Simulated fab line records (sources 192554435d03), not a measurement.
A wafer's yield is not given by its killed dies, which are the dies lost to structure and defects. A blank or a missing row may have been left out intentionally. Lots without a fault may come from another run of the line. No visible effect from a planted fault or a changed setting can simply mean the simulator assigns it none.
Struck lot and sound lot, side by side | flow n5_finfet | 14 steps out of a route of 1938
Sound: these wafers, L293.1, L293.4, L293.5. Struck: wafer L296.6. (L296.4, L296.5 of the same lot were not struck and are left out.) The cause comes at the end.
Order at every step that has rows: each side's tool, ch and its chambers, its first start. Under that, the readings that differ: sound wafers | struck wafers | difference of the means | sigmas: that difference in standard deviations of wafers without a fault.
alike: readings with means less than 2 such deviations apart, plus words and numbers identical on both sides. not compared: withheld readings, readings lacking a value on some wafer, bounds such as >300 that could conceal the same value, and numbers that have no deviation in the record and whose values overlap.
A row with sigmas, a row that says differs or no value, or rows on one side alone: a step with any of these is where the two part. Numbers that have no deviation but don't overlap get no sigmas and don't part them. Lack of a reading on every wafer of one side parts them only where that side has two or more wafers.

first, 9 steps without rows for these wafers: N5_FIN_CUT_PEB_06 (peb time 60 s); N5_FIN_CUT_DEVELOP_07 (develop time 30 s); N5_FIN_CUT_DESCUM_13 (chemistry O2, time 7 s); N5_FIN_CUT_ETCH_30 (etches underlayer in N2/H2, target depth 13 nm, time 10.4 s); N5_FIN_CUT_ETCH_20 (etches SiARC in CF4, target depth 26 nm, time 43.3 s); N5_FIN_CUT_ETCH_21 (etches SOC in N2/H2, target depth 219 nm, overetch 43.8 nm, time 523.5 s); N5_FIN_CUT_STRIP_23 (strips in N2/H2); N5_FIN_CUT_STRIP_31 (strips in N2/H2); N5_FIN_CUT_STRIP_24 (strips in CF4).
N5_FIN_CUT_CUT_ETCH_26: etches SiNx in CH3F/O2, target depth 39 nm, time 55.7 s.
  sound on rie_diel-04 ch 0,1,2, day 5 10:03; struck on rie_diel-06 ch 2, day 6 00:08
  reading                                  | sound             | struck | difference | sigmas
  rf_fwd_power_W (W)                       | 392.0 392.3 389.4 | 483.6  | +92.4      | +66
  rf_vpp_V (V)                             | 293 300 300       | 274    | -24        | -6
  model.etch.depth_nm (nm)                 | 38.72 39.04 38.85 | 42.26  | +3.39      |
  model.SOC_of_FIN_CUT_COAT_18.thk_nm (nm) | 211.6 211 211.8   | 209    | -2         |
  alike: drypump_motor_current_A, oes_ar_750_au, oes_product_au, showerhead_plenum_p_Torr, throttle_valve_pct
  not compared: rf_hours_counter_h
N5_FIN_CUT_CUT_ETCH_27: etches SiO2 in CHF3/O2, target depth 4 nm, overetch 2 nm, time 4.9 s.
  sound on rie_diel-04 ch 0,1,2, day 5 10:06; struck on rie_diel-06 ch 2, day 6 00:11
  reading                                  | sound         | struck | difference | sigmas
  model.SOC_of_FIN_CUT_COAT_18.thk_nm (nm) | 207.8 207 208 | 205.2  | -2.4       |
  alike: drypump_motor_current_A, oes_ar_750_au, oes_product_au, rf_fwd_power_W, rf_vpp_V, showerhead_plenum_p_Torr, throttle_valve_pct
  not compared: rf_hours_counter_h
then, 1 step without rows for these wafers: N5_FIN_CUT_PRECLEAN_35 (cleans in vHF, time 13.3 s).
-- the record jumps here: 6 days lie between the struck wafers' starts before and after (it left off in module FIN_CUT and takes up again in module BEOL_M4, whose first step shown is number 1111 of the route) --
N5_BEOL_M4_RC_MEAS_101:
  sound on prober-02 ch 0, day 11 07:05; struck on prober-02 ch 0, day 11 18:48
  reading       | sound       | struck | difference | sigmas
  ION_P (uA/um) | 483 466 490 | 460    | -20        | -3
  alike: DIBL_N, DIBL_P, IOFF_N, IOFF_P, ION_N, SS_N, SS_P, VT_N, VT_P
-- the record jumps here: 4 days lie between the struck wafers' starts before and after (it left off in module BEOL_M4 and takes up again in module PASSIVATION, whose first step shown is number 1936 of the route) --
N5_PASSIVATION_PROBE_49:
  record: rows for the struck wafers here (prober-01, day 16 05:34), none for the sound ones

## WHERE THEY PART
First at N5_FIN_CUT_CUT_ETCH_26; last, within this record, at N5_PASSIVATION_PROBE_49.

WHY: whatever the simulator had introduced
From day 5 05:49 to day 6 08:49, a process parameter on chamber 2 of rie_diel-06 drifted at N5_FIN_CUT_CUT_ETCH_26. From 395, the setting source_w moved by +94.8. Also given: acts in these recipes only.
